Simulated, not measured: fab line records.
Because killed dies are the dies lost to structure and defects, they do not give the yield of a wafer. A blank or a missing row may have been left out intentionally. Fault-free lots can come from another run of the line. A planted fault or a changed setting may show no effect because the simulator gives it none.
2 desks, one fault + flow n5Finfet + each desk has only its own numbers; what lay behind them comes last

== FOR THE TOOL OWNER'S DESK: laserAnneal-01 ==
The tool's own readings at N5_SD_ACTIVATION_LSA_01 (time 0.0008 s): means of the sampled wafers that have a number, for each lot that ran on this tool. Any lot whose mean is over 4 standard deviations away from the usual mean is out of limits and marked OUT; that distance is given in the brackets.
Columns: A = wafer_temp_C_max at N5_SD_ACTIVATION_LSA_01, usual 1084.3
| lot  | first seen here | A                 |
|------|-----------------|-------------------|
| L846 | day 3 14:22     | 1083.7            |
| L848 | day 4 06:04     | 1083.6            |
| L850 | day 4 17:03     | 1082.2            |
| L854 | day 5 17:47     | 1082.7            |
| L856 | day 6 13:15     | 1083.5            |
| L858 | day 6 18:52     | 1083.3            |
| L865 | day 8 09:25     | 1071.0 (-9.5) OUT |
| L867 | day 8 21:52     | 1071.2 (-9.4) OUT |
This desk's verdict: out of limits on L865, L867, starting with L865 at day 8 09:25 (wafer_temp_C_max at N5_SD_ACTIVATION_LSA_01). L846, L848, L850, L854, L856, L858 stayed within limits.

== AT THE METROLOGY DESK ==
What the gauges read for every lot (on any tool): the sampled wafers with a number, averaged. Any lot whose mean is over 4 standard deviations away from the usual mean is out of limits and marked OUT; that distance is given in the brackets.
Columns: A = thkNm at N5_ILD0_THK_MEAS_08, usual 138.8 nm
| lot  | first seen here | A     |
|------|-----------------|-------|
| L846 | day 3 17:55     | 138.6 |
| L848 | day 4 09:40     | 139.7 |
| L849 | day 4 15:33     | 138.6 |
| L850 | day 4 20:43     | 139.7 |
| L853 | day 5 14:44     | 138.3 |
| L854 | day 5 21:17     | 139.3 |
| L855 | day 6 01:18     | 139.2 |
| L856 | day 6 16:49     | 139.3 |
| L858 | day 6 22:46     | 139.6 |
| L865 | day 8 13:38     | 138.7 |
| L866 | day 8 23:13     | 137.8 |
| L867 | day 9 01:46     | 138.6 |
This desk found nothing out of limits on any of the 12 lots.

== TAKEN TOGETHER ==
The tool owner's desk had the chance to raise an alarm at day 8 09:25 on L865, L867.
From the metrology desk's view, nothing was out of limits.
The metrology desk holds a record of L865, L867, inside its limits.
On laserAnneal-01, each named lot ran N5_SD_ACTIVATION_LSA_01.

== WHAT HAD BEEN PUT IN BY THE SIMULATOR ==
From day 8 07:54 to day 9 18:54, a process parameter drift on laserAnneal-01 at N5_SD_ACTIVATION_LSA_01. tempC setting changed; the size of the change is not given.
Struck lots among those shown: L865, L867.
How many hours passed from the start of the fault until each desk's first out-of-limits reading: the tool owner's desk, 2.
